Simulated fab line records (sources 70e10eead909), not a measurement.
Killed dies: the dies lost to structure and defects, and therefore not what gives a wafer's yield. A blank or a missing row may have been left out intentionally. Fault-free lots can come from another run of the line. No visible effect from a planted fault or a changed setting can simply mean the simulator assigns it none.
Which tool was responsible? | flow nand-harc | at 1 step of a route of 1302, 12 lots with 36 wafers sampled

## WHAT EACH GAUGE READ, for each wafer
NHARC_A_CHANNEL_HOLE_D1_OVL_MEAS_11.
lot  | measured     | on         | overlay-x-nm (nm)
L076 | day 9 05:15  | overlay-01 | 0.8 0.3 0.4
L077 | day 9 16:49  | overlay-02 | 0.2 0.3 0.4
L079 | day 10 13:55 | overlay-02 | -1.0 -0.9 -0.8
L082 | day 11 11:10 | overlay-01 | 1.0 0.9 1.3
L083 | day 12 01:19 | overlay-01 | 0.6 1.0 0.5
L085 | day 13 03:14 | overlay-01 | 2.4 2.1 2.7
L087 | day 14 05:09 | overlay-02 | 1.0 0.7 0.9
L088 | day 14 19:54 | overlay-01 | 0.0 0.1 -0.2
L091 | day 15 21:25 | overlay-01 | -1.3 -0.7 -1.8
L092 | day 16 06:53 | overlay-02 | 0.0 0.2 0.2
L095 | day 17 01:05 | overlay-01 | -0.7 -0.5 -0.5
L096 | day 19 04:59 | overlay-02 | -0.2 0.3 0.3

## TOOL THAT RAN EACH LOT (tool first, then ch and the chambers of the sampled wafers, then the start)
Record: no process step prior to these readings.

## THE ANSWER, worked out from the rows above alone
Rule: the lots themselves supply what counts as usual. Put in order of their means at a reading, lots are off if they are a third of the lots or fewer, leave a main group of 4 or more, and stand apart from it by a gap of 3 or more times the standard deviation of the main group's means; of several such gaps the widest counts. The tables above print the reading to a certain number of digits; a main group whose means all agree to those digits is not used. A lot without any number at a reading at which 4 lots or more have one is off too. All remaining lots with rows at the step are treated as sound.
Across all readings shown, no lot is off: no conclusion can be drawn from this.

## WHAT THE SIMULATOR HAD PUT IN
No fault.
